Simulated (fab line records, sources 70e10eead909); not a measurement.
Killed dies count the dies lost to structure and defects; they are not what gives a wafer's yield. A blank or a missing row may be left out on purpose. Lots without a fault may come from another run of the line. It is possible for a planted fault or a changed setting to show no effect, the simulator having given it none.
Matching of chambers	flow nand-harc	4 sister chambers for NHARC_P_M1_CMP_23 on cmp-03
The step polishes, t overpolish 20 s, target thk 157.82 nm. 4 wafers are shown with their chamber, then 8 later ones without.

WAFERS, EACH WITH ITS CHAMBER
wafer	chamber	motor-current-A (A)
L089.1	0	13.5
L089.4	3	10.9
L089.5	2	13.9
L090.2	1	13.7

WAFERS WITHOUT THEIR CHAMBER
wafer	motor-current-A (A)
L090.4	12.8
L090.5	13.6
L091.2	10.6
L091.4	13.6
L091.5	12.9
L093.4	13.4
L093.5	13.5
L093.6	13.7

THE CHAMBER EACH PASSED THROUGH
wafer	from the rows above	in truth
L090.4	can't be placed: 0 or 1 or 2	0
L090.5	can't be placed: 0 or 1 or 2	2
L091.2	3	3
L091.4	can't be placed: 0 or 1 or 2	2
L091.5	can't be placed: 0 or 1 or 2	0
L093.4	can't be placed: 0 or 1 or 2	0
L093.5	can't be placed: 0 or 1 or 2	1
L093.6	can't be placed: 1 or 0 or 2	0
Placed correctly: 1 of 8. These rows do not allow placing 7 (true chamber among the candidates in 7). 0 placed wrongly.
How it was worked out, from the rows above alone: a wafer's distance from a chamber is the root of the sum, over the readings, of the square of ((its reading less the chamber's mean) divided by the reading's scatter). The wafer belongs to the nearest chamber; if the next one is less than 2 further off, it can't be placed. Each chamber's mean is taken over the wafers shown for it. The scatter: root of mean squared gap, hidden wafer to nearest shown wafer, with one shown wafer a chamber.
